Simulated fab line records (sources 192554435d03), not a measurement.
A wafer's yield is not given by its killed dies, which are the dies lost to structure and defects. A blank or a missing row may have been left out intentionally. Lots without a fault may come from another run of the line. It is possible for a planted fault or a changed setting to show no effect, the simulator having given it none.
fab line records	flow n5Finfet
[record] lots = 5	wafers = 15	lastDay = 16
route steps=1938 shown BEOL_M4@1099 BEOL_M5@1112 MIM_BOT_ETCH@1868 PASSIVATION@1936
lots that met no fault: taken from a fault-free run of the same line
startH: the number of hours between the record's first day and the start of the first shown wafer of the lot	waitH: how many hours have passed since the lot's step before this one	" same as the row above	L1.1+2: one row covering several wafers at once	- no value, or no start given	* or withheld: withheld	< > ~ a bound
route shown NAME@n: names a module that has steps shown in the file, with the first one's number in the route	usual: mean/standard deviation taken from wafers without a fault	same: alike in all rows	chamber/n: place in a boat	sites: per-site readings	_std_site: the values' standard deviation	_edge_site: the outer-site mean with the inner-site mean subtracted	radiusMm: for every site, how far away it sits from the centre of the wafer	mask NAME#n: copy n	behind: the last tool/chamber to shape the wafer	hold: why the lot was held/for how many hours/how that ended	device: transistor that didn't switch, given as n, p or np	end of line: the same wafers' tests at the end of the route	step lacking rows: just its recipe	killed: not the wafer's yield, but the dies lost to structure and defects at the first sort	map: per-die view of a wafer (x killed, . not killed, _ where there is no die)
set.NAME: the setting that was run; set.NAME@STEP: the one run at that earlier step	model.NAME: the simulator's own value behind a step, which no gauge read
a table for each step, a row for each wafer; lots at some steps of the route
services: the hour from which a tool's chamber was out of use, counted from the record's first day as startH (under 0 if before that day), plus the number of hours and why
[[steps]]
[step N5_BEOL_M4_ANNEAL_95]
[recipe] tempC = 400	timeS = 240	ambient = vacuum
[step N5_BEOL_M4_SPUTTER_96]
[recipe] material = Cu	targetThkA = 45	tempC = -20	chamberPressurePa = 0.07	powerW = withheld	timeS = 8.29
[step N5_BEOL_M4_ECD_50]
[recipe] material = Cu	targetThkA = 3000
[step N5_BEOL_M4_ANNEAL_51]
[recipe] tempC = 225	timeS = 90	ambient = N2
[step N5_BEOL_M4_CMP_52]
[recipe] stopOn = SiOC	tOverpolishS = 6.8	downForcePsi = 1	platenRpm = 50	clearingPlatenDownForcePsi = 1.5	clearingPlatenRpm = 50	postCmpClean = cuAlkaline	targetThkNm = 40	clearingPlatenPadVelocityMS = 0.99484	padVelocityMS = 0.99484
[step N5_BEOL_M4_PRE_CLEAN_60]
[recipe] gas = NH3/H2	timeS = 15	tempC = *	rfPowerW = 300
[step N5_BEOL_M4_CO_CAP_55]
[recipe] material = Co	targetThkA = 20	tempC = 200	precursor = CCTBA/H2	pressureTorr = 30	timeS = 102.1
[step N5_BEOL_M4_PRE_CLEAN_56]
[recipe] gas = NH3	timeS = 15	tempC = withheld	rfPowerW = 300
[step N5_BEOL_M4_DEP_57]
[recipe] material = SiCN	targetThkA = 80	tempC = withheld	precursor = 3MS/NH3	pressureTorr = 3	rfW = 202	timeS = 14
[step N5_BEOL_M4_RC_MEAS_101]
[usual] DIBL_N = 36.6/1.1	DIBL_P = 36.8/1.6	IOFF_N = 0.169/0.024	IOFF_P = 0.206/0.028	ION_N = 679/9.2	ION_P = 462/7	SS_N = 71.6/0.57	SS_P = 73.3/0.57	VT_N = 248.8/2.4	VT_P = -251/3
lot.wafer	tool	chamber	startH	waitH	DIBL_N[mV/V]	DIBL_P[mV/V]	IOFF_N[nA/um]	IOFF_P[nA/um]	ION_N[uA/um]	ION_P[uA/um]	SS_N[mV/dec]	SS_P[mV/dec]	VT_N[mV]	VT_P[mV]
L286.2	prober-01	0	224.48	0.2	36.3	36.3	0.146	0.194	682	463	71.1	72.7	250.9	-252
L286.3	"	0	"	"	37.1	38.9	0.169	0.224	688	468	71.1	73.7	248.2	-251
L286.6	"	0	"	"	36.7	37.5	0.150	0.204	678	463	71.3	72.9	250.6	-251
L287.2	prober-02	0	229.66	0.2	36.5	37.3	0.178	0.196	666	447	72.1	73.0	247.2	-253
L287.3	"	0	"	"	38.0	39.8	0.223	0.238	691	457	73.3	74.0	247.8	-250
L287.5	"	0	"	"	37.0	39.3	0.212	0.231	685	458	73.0	74.4	248.1	-253
L290.2	prober-01	0	229.93	0.2	36.7	36.2	0.176	0.206	669	457	72.6	74.2	249.5	-252
L290.3	"	0	"	"	36.6	35.5	0.171	0.198	659	450	72.5	74.4	250.7	-251
L290.6	"	0	"	"	36.3	35.2	0.162	0.196	662	456	71.6	72.9	248.9	-252
L294.1	prober-01	0	263.88	0.0	38.9	39.0	0.198	0.260	687	469	72.1	74.1	248.2	-246
L294.2	"	0	"	"	38.3	37.4	0.181	0.237	680	475	72.1	73.3	244.4	-250
L294.6	"	0	"	"	38.6	37.7	0.183	0.241	692	473	71.5	73.9	244.8	-248
L298.1	prober-02	0	277.83	0.0	36.0	36.8	0.155	0.178	663	456	70.9	73.4	250.1	-255
L298.2	"	0	"	"	35.7	36.2	0.149	0.173	679	454	71.6	73.2	251.4	-253
L298.5	"	0	"	"	34.2	35.0	0.123	0.154	660	458	71.1	72.5	252.5	-256
[step N5_BEOL_M5_ILD_DEP_00]
[recipe] material = SiCOH_lowk	targetThkA = 1406.4	tempC = 300	precursor = DEMS/porogen	pressureTorr = 5	rfW = 500	timeS = 25.9
[step N5_BEOL_M5_CURE_79]
[recipe] tempC = 385	timeS = 240	ambient = He/Ar	material = SiCOH_lowk
[step N5_BEOL_M5_PECVD_70]
[recipe] material = SiO2	targetThkA = 160	tempC = 400	precursor = TEOS/O2	pressureTorr = 5.5	rfW = 450	teosFlowSccm = 53.8	gas = O2	flowSccm = 3000	timeS = 18
[step N5_BEOL_M5_HM_DEP_02]
[recipe] material = TiN	targetThkA = 200	tempC = 25	chamberPressurePa = 0.49996
[step N5_BEOL_M5_COAT_59]
[recipe] resist = SOC	tempC = 250	timeS = 60	spinRpm = 1500	resistThkNm = 60
[step N5_BEOL_M5_COAT_60]
[recipe] resist = SiARC	tempC = 220	timeS = 60	spinRpm = 1500	resistThkNm = 12
[step N5_BEOL_M5_COAT_71]
[recipe] resist = underlayer	tempC = 205	timeS = 60	spinRpm = 1500	resistThkNm = 5
[step N5_BEOL_M5_COAT_05]
[recipe] resist = CAR-EUV	spinRpm = 1500	resistThkNm = 30
[step N5_BEOL_M5_EBR_07]
[recipe] solvent = PGMEA	ebrWidthMm = 1.5
[step N5_BEOL_M5_SOFTBAKE_06]
[recipe] tempC = 110	timeS = 60	resist = CAR-EUV
[step N5_BEOL_M5_EXPOSE_08]
[recipe] maskId = M5	na = 0.33	sourceShape = annular	sigmaInner = 0.4	sigmaOuter = 0.8	polarization = unpolarized	targetCdNm = 28	doseMj = 35.75
[step N5_BEOL_M5_PEB_09]
[recipe] pebTempC = 100	pebTimeS = 60	resist = CAR-EUV
[step N5_BEOL_M5_DEVELOP_10]
[recipe] developTimeS = 30	developer = TMAH	resist = CAR-EUV	rinseLiquid = surfactantRinse	dry = airSpin	devTempC = 23
[step N5_BEOL_M5_DESCUM_16]
[recipe] chemistry = O2	timeS = 7	sourcePowerW = 50	biasPowerW = 20	pressureMtorr = 20	rfFrequencyHz = 2.712e+07	tempC = 40	resist = CAR-EUV	o2FlowSccm = 225
[step N5_BEOL_M5_ETCH_72]
[recipe] chemistry = N2/H2	target = underlayer	targetDepthA = 65	maskMaterial = CAR-EUV	timeS = 5.2	ionEnergyEv = 200	pressureMtorr = 30	sourceW = 840	biasW = 150	n2FlowSccm = 200	h2FlowSccm = 200	ends = cleared
[step N5_BEOL_M5_ETCH_61]
[recipe] chemistry = CF4	target = SiARC	targetDepthA = 156	maskMaterial = CAR-EUV	timeS = 26	ionEnergyEv = 80	pressureMtorr = 40	sourceW = 545	biasW = 36	Ar_flow_sccm = 100	cf4FlowSccm = 100	ends = cleared
[step N5_BEOL_M5_ETCH_62]
[recipe] chemistry = N2/H2	target = SOC	targetDepthA = 750	overetchA = 150	maskMaterial = SiARC	tempC = 40	timeS = 112.5	ionEnergyEv = 200	pressureMtorr = 30	sourceW = 840	biasW = 150	n2FlowSccm = 200	h2FlowSccm = 200
[step N5_BEOL_M5_STRIP_63]
[recipe] chemistry = N2/H2	tempC = 40	n2FlowSccm = 200	h2FlowSccm = 200	rfFrequencyHz = 6e+07
[step N5_BEOL_M5_STRIP_73]
[recipe] chemistry = N2/H2	tempC = 40	n2FlowSccm = 200	h2FlowSccm = 200	rfFrequencyHz = 6e+07
[step N5_BEOL_M5_STRIP_64]
[recipe] chemistry = CF4	resist = SiARC	powerW = 300	biasPowerW = 75	pressureMtorr = 50	cf4FlowSccm = 150	rfFrequencyHz = 6e+07
[step N5_BEOL_M5_HM_OPEN_17]
[recipe] chemistry = Cl2/BCl3	targetDepthA = 200	overetchA = 60	target = TiN	maskMaterial = SOC	ionEnergyEv = 150	pressureMtorr = 10	icpW = 1000	biasW = 126	Cl2_flow_sccm = 53.25	bcl3FlowSccm = 21.75	Ar_flow_sccm = 25
[step N5_BEOL_M5_STRIP_19]
[recipe] chemistry = O2	powerW = 400	tempC = 40	pressureMtorr = 30	rfFrequencyHz = 6e+07	biasPowerW = 0	overashFraction = 0.2	o2FlowSccm = 225
[step N5_BEOL_M5_COAT_65]
[recipe] resist = SOC	tempC = 250	timeS = 60	spinRpm = 1500	resistThkNm = 60
[step N5_BEOL_M5_COAT_66]
[recipe] resist = SiARC	tempC = 220	timeS = 60	spinRpm = 1500	resistThkNm = 12
[step N5_MIM_BOT_ETCH_ETCH_00]
[recipe] chemistry = Cl2/BCl3	target = TiN	targetDepthA = 455	ionEnergyEv = 150	pressureMtorr = 10	icpW = 1000	biasW = 126	Cl2_flow_sccm = 53.25	bcl3FlowSccm = 21.75	Ar_flow_sccm = 25
[usual] drypumpMotorCurrentA = 5.7/0.41	oes_ar_750_au = 0.80/0.08	oesProductAu = 0.80/0.075	rfFwdPowerW = 995/3.9	throttleValvePct = 21.89/0.16
lot.wafer	tool	chamber	startH	waitH	drypumpMotorCurrentA	oes_ar_750_au	oesProductAu	rfFwdPowerW	rfHoursCounterH	throttleValvePct	model.etch.depthNm	model.MIM_BOT_ETCH.cdOffsetNm
L287.2	rieMetal-03	1	328.34	0.1	5.8	0.74	0.76	989	59	21.86	46.45	0
L287.3	"	0	"	"	4.9	0.78	0.76	1000	-	22.19	46.18	0
L287.5	"	0	"	"	4.9	0.77	0.77	1000	-	22.19	46.26	-0.2
L290.2	rieMetal-03	1	332.61	0.1	5.9	0.73	0.76	991	60	21.85	46.81	-0.4
L290.3	"	0	"	"	4.9	0.57	0.67	755	-	22.36	36.55	0.4
L290.6	"	0	"	"	4.9	0.57	0.66	759	-	22.38	36.66	0.2
L286.2	rieMetal-03	0	335.24	0.1	4.9	0.57	0.67	758	51	22.36	36.76	0.8
L286.3	"	0	"	"	4.9	0.56	0.65	760	-	22.39	36.06	0.4
L286.6	"	1	"	"	5.8	0.73	0.75	994	-	21.87	45.82	0.2
L294.1	rieMetal-03	1	366.98	0.1	5.8	0.72	0.75	985	64	21.87	45.96	-0.2
L294.2	"	0	"	"	4.9	0.56	0.65	760	54	22.37	36.16	0
L294.6	"	1	"	"	5.9	0.73	0.74	991	-	21.86	46	-0.4
L298.1	rieMetal-01	1	370.89	0.1	6.2	0.90	0.90	998	12	21.67	47.74	-0.4
L298.2	"	0	"	"	5.6	0.84	0.84	994	22	21.92	46.59	-0.2
L298.5	"	1	"	"	6.2	0.90	0.90	995	-	21.68	47.31	-0.4
[step N5_PASSIVATION_PROBE_49]
[usual] defectLimitedYield = 91.1/1.5	killed_at_M0_to_M3 = 36/11	killed_at_M4_up = 14/5.6	killedAtContacts = 11/5.6	killedAtFrontEnd = 40/12	killedAtOther = 4/3.2	killedDies = 105/17	killedOnRim = 14/3.4	killedOpen = 69/12	killedShort = 34/8.4	sort_bin_5_function = 5.2/0.95	sort_bin_6_memory = 3.3/0.63	sortNPass = 1075/17	sortYieldPct = 91.1/1.5
[same] grossDies = 1180	killedAtBackSide = 0	sort_bin_4_leakage[%] = 0	sort_bin_8_speed[%] = 0
lot.wafer	tool	chamber	startH	waitH	defectLimitedYield[%]	killed_at_M0_to_M3	killed_at_M4_up	killedAtContacts	killedAtFrontEnd	killedAtOther	killedDies	killedOnRim	killedOpen	killedShort	sort_bin_5_function[%]	sort_bin_6_memory[%]	sortNPass	sortYieldPct[%]
L290.3	prober-01	-	343.31	0.1	88.4	33	13	12	42	37	137	14	69	32	7.9	3.4	1043	88.4
L290.6	prober-01	-	343.46	0.3	87.2	25	11	17	35	63	151	14	73	23	9.6	3.1	1029	87.2
L286.2	prober-01	-	345.23	0.1	89.0	38	17	10	32	33	130	13	59	42	7.1	3.3	1050	89.0
L286.3	prober-01	-	345.28	0.1	81.4	36	7	13	33	131	220	10	65	29	14.8	3.6	960	81.4
L286.6	prober-01	-	345.43	0.3	92.3	38	13	8	28	4	91	17	61	30	4.7	2.7	1089	92.3
L294.2	prober-01	-	383.44	0.1	83.8	40	10	7	31	103	191	13	66	28	13.1	3.1	989	83.8
// killed by level:class
L290.3 MIM_BOT_ETCH:areaEtch=33 FIN_SAQP:geometricParticle:open=20 BEOL_M0_SAQP:geometricParticle:short=10 MOL_CONTACT_COAG:geometricParticle:open=9 BEOL_M2:geometricParticle:open=9 FIN_SAQP:geometricParticle:short=7 GATE_CUT:geometricParticle:short=4 GATE_CUT:geometricParticle:open=4
L290.6 MIM_BOT_ETCH:areaEtch=53 MOL_CONTACT_COAG:geometricParticle:open=15 FIN_SAQP:geometricParticle:open=8 STI_FIN_REVEAL:geometricParticle:open=7 BEOL_M2:geometricParticle:open=7 BEOL_M5:geometricParticle:open=7 FIN_SAQP:geometricParticle:short=6 BEOL_M0_SAQP:geometricParticle:open=5
L286.2 MIM_BOT_ETCH:areaEtch=26 BEOL_M0_SAQP:geometricParticle:short=15 BEOL_M2:geometricParticle:open=9 BEOL_M4:geometricParticle:open=8 BEOL_M0_SAQP:geometricParticle:open=8 MOL_CONTACT_COAG:geometricParticle:short=5 MOL_CONTACT_COAG:geometricParticle:open=5 STARTING-WAFER:geometricParticle:open=5
L286.3 MIM_BOT_ETCH:areaEtch=126 MOL_CONTACT_COAG:geometricParticle:open=11 BEOL_M0_SAQP:geometricParticle:open=11 STI_FIN_REVEAL:geometricParticle:open=10 BEOL_M2:geometricParticle:open=10 FIN_SAQP:geometricParticle:short=7 BEOL_M0_SAQP:geometricParticle:short=5 STI_FIN_REVEAL:geometricParticle:short=4
L286.6 BEOL_M0_SAQP:geometricParticle:open=15 BEOL_M2:geometricParticle:open=10 BEOL_M4:geometricParticle:open=8 MOL_CONTACT_COAG:geometricParticle:open=7 BEOL_M0_SAQP:geometricParticle:short=6 FIN_SAQP:geometricParticle:short=5 STARTING-WAFER:geometricParticle:short=5 FIN_SAQP:geometricParticle:open=4
L294.2 MIM_BOT_ETCH:areaEtch=96 BEOL_M1:geometricParticle:open=10 BEOL_M2:geometricParticle:open=9 FIN_SAQP:geometricParticle:short=8 MOL_CONTACT_COAG:geometricParticle:open=7 BEOL_M0:geometricParticle:open=7 STI_FIN_REVEAL:geometricParticle:open=6 FIN_SAQP:geometricParticle:open=5
// map L286.3 (x killed, . not)
_________________............________________
______________.x................_____________
___________...........x...x...xx...__________
__________...........x.............._________
________....x........................._______
_______........x........xx............x______
______..................x...x.....x....._____
_____......x...x.x...x....x......x.......____
____............x....x..xx.x..x...x....x..___
___...............x.x...x.............x....__
___...............xx..x....x.......x...x...__
__..........x....xxx....x..x................_
__........x..x......x...x.xxx......x..x....._
_..........x...x......x..xx...x.x...x........
_.........x.xx.....x..xx.xxxxx...............
_...............x..x.x..xxxx.x...x..........x
_..x...............x.xxxxx.xxxx.x....x.......
_............x..x.xxxx.xxx.....x.............
_......x..x...xxxxxxxxxx.xxx.x...x...........
_........x......xxxxxxxxx..x.....x.x.........
_.x...x.......x.x...xxx...x.....x............
__.............x.xxxx.xxx.x....x........x..._
__...........x.......x...x..x.....x........._
___........xxx.x..xxx...x.x....x...........__
___...........x..x....xxx..x.......x...x.x.__
____....x..x....x.x...x.xx.xxx...........x___
_____....xx..x...xxx..x..x.x.x...........____
______x.....xx...x....x.x......x....xx.._____
_______.x..xx....x.....................______
________..........x..................._______
__________x.....x........x.........._________
___________...........x............__________
______________.......x....x....._____________
_________________............________________
// map L290.6 (x killed, . not)
_________________......x.x...________________
______________.................x_____________
___________...................x....__________
__________...x...........x.........._________
________.....x.......................x_______
_______...........xx.......x.x.........______
______............................x....._____
_____........x.x.......xx.......x..x.....____
____..........x....x....x...x.............___
___..........x...x.........x...............__
___.......x.xx..........x.........x.....xx.__
__..........x...........x.......x..........._
__x..x.....x...x.....x...xx................._
_.........x......x..xxxxx...................x
_................x........x.x...xx...........
_......x..x.......x..xxx...x.xxx.......x.x...
_.....................xx.x.x.......x........x
_.....x..........x...x.....x........x.....x..
_........x........x.x.xx.x..xx...............
_......x............xx.xxx..xx..x............
_.....x........x.x..xx...x.xx...............x
__...x........xxx..........x..x..x....x....._
__.....................xx..................._
___..........x....xx....x....x..x..........__
___.......................x.........x......__
____......x.xxxx..x.......................___
_____.......x..............x..x..........____
______...x.................x...x........_____
_______...................x............______
________.............x...x.......x...._______
__________x......x..............x..._________
___________...............x.x...x..__________
______________........x......x.._____________
_________________.x........xx________________
[[services]]
tool	chamber	startH	hours	kind
rieMetal-03	-	304.74	1.1	repair
[[key]]
[firstSign] step = N5_MIM_BOT_ETCH_ETCH_00	reading = rfFwdPowerW	direction = down	sigmas = 60	usual = *	struck = *
[effect] step = N5_MIM_BOT_ETCH_ETCH_00	reading = oes_ar_750_au	direction = down	sigmas = 2.9	usual = 0.80	struck = 0.57
[effect] step = N5_PASSIVATION_PROBE_49	reading = killedAtOther	direction = up	sigmas = 22	usual = 4	struck = 73
[modelEffect] step = N5_MIM_BOT_ETCH_ETCH_00	value = etch.depthNm	without = 46.28	struck = 36.44
[moreKillsBornAt] N5_MIM_BOT_ETCH_ETCH_00@rieMetal-03 = 334
metAt N5_MIM_BOT_ETCH_ETCH_00
struckWafers L286.2,L286.3,L290.3,L290.6,L294.2
onsetBetween 328.34 332.61
[fault] kind = processParameterDrift	tool = rieMetal-03	chamber = 0	onsetH = 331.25	steps = N5_MIM_BOT_ETCH_ETCH_00	channel = icpW	offset = -240	shape = step	endH = 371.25	actsIn = theseRecipesOnly	stated = 1000
